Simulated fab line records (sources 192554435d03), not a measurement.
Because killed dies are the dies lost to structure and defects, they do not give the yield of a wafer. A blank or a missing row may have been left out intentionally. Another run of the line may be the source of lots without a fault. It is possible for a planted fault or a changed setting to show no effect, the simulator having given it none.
Chamber matching :: flow n5-finfet :: 4 sister chambers for N5_DUMMY_GATE_ETCH_32 on rie-si-06
The step etches SiO2 in CF4, target depth 3.5 nm, time 3.9 s. 16 wafers are shown with their chamber, then 8 later ones without.

WAFERS WITH THEIR CHAMBER
wafer: L080.2
chamber: 0
drypump-motor-current-A (A): 6.0
oes-product-au (a.u.): 0.969

wafer: L080.4
chamber: 3
drypump-motor-current-A (A): 5.6
oes-product-au (a.u.): 0.963

wafer: L080.5
chamber: 2
drypump-motor-current-A (A): 5.1
oes-product-au (a.u.): 1.008

wafer: L084.1
chamber: 3
drypump-motor-current-A (A): 5.7
oes-product-au (a.u.): 0.965

wafer: L084.3
chamber: 2
drypump-motor-current-A (A): 5.1
oes-product-au (a.u.): 1.028

wafer: L084.4
chamber: 0
drypump-motor-current-A (A): 6.0
oes-product-au (a.u.): 0.967

wafer: L087.1
chamber: 3
drypump-motor-current-A (A): 5.7
oes-product-au (a.u.): 0.962

wafer: L087.2
chamber: 2
drypump-motor-current-A (A): 5.1
oes-product-au (a.u.): 1.023

wafer: L087.5
chamber: 2
drypump-motor-current-A (A): 5.1
oes-product-au (a.u.): 1.019

wafer: L088.2
chamber: 0
drypump-motor-current-A (A): 6.0
oes-product-au (a.u.): 0.966

wafer: L088.3
chamber: 3
drypump-motor-current-A (A): 5.6
oes-product-au (a.u.): 0.967

wafer: L088.6
chamber: 3
drypump-motor-current-A (A): 5.6
oes-product-au (a.u.): 0.972

wafer: L089.2
chamber: 0
drypump-motor-current-A (A): 6.1
oes-product-au (a.u.): 0.968

wafer: L089.3
chamber: 3
drypump-motor-current-A (A): 5.6
oes-product-au (a.u.): 0.965

wafer: L089.5
chamber: 2
drypump-motor-current-A (A): 5.1
oes-product-au (a.u.): 1.024

wafer: L092.1
chamber: 1
drypump-motor-current-A (A): 5.6
oes-product-au (a.u.): 1.013

SIGNATURES (means of the wafers above)
reading: drypump-motor-current-A
chamber 0: 6.025
chamber 1: 5.600
chamber 2: 5.100
chamber 3: 5.633
scatter within a chamber: 0.0417

reading: oes-product-au
chamber 0: 0.96750
chamber 1: 1.01300
chamber 2: 1.02040
chamber 3: 0.96567
scatter within a chamber: 0.00501
Rule: for a wafer and a chamber, the distance is found by dividing, reading by reading, the gap between the wafer's reading and the chamber's mean by the reading's scatter, squaring, summing and taking the root. If the next closest chamber is less than 2 further off than the closest, the wafer can't be placed; otherwise it belongs to the closest. The scatter: the root of (the sum of the squares of (reading less its chamber's mean) over the shown wafers, divided by (wafers less chambers)).

WAFERS MISSING THEIR CHAMBER
wafer: L092.2
drypump-motor-current-A (A): 5.6
oes-product-au (a.u.): 0.965

wafer: L092.4
drypump-motor-current-A (A): 5.1
oes-product-au (a.u.): 1.032

wafer: L095.2
drypump-motor-current-A (A): 5.6
oes-product-au (a.u.): 1.012

wafer: L095.5
drypump-motor-current-A (A): 5.6
oes-product-au (a.u.): 1.006

wafer: L095.6
drypump-motor-current-A (A): 6.0
oes-product-au (a.u.): 0.963

wafer: L097.1
drypump-motor-current-A (A): 5.6
oes-product-au (a.u.): 0.950

wafer: L097.5
drypump-motor-current-A (A): 6.0
oes-product-au (a.u.): 0.959

wafer: L097.6
drypump-motor-current-A (A): 5.6
oes-product-au (a.u.): 1.015

WHICH CHAMBER EACH WENT THROUGH
wafer: L092.2
from the rows above: 3
in truth: 3

wafer: L092.4
from the rows above: 2
in truth: 2

wafer: L095.2
from the rows above: 1
in truth: 1

wafer: L095.5
from the rows above: 1
in truth: 1

wafer: L095.6
from the rows above: 0
in truth: 0

wafer: L097.1
from the rows above: 3
in truth: 3

wafer: L097.5
from the rows above: 0
in truth: 0

wafer: L097.6
from the rows above: 1
in truth: 1
Placed correctly: 8 of 8. Can't be placed from these rows: 0. 0 placed wrongly.
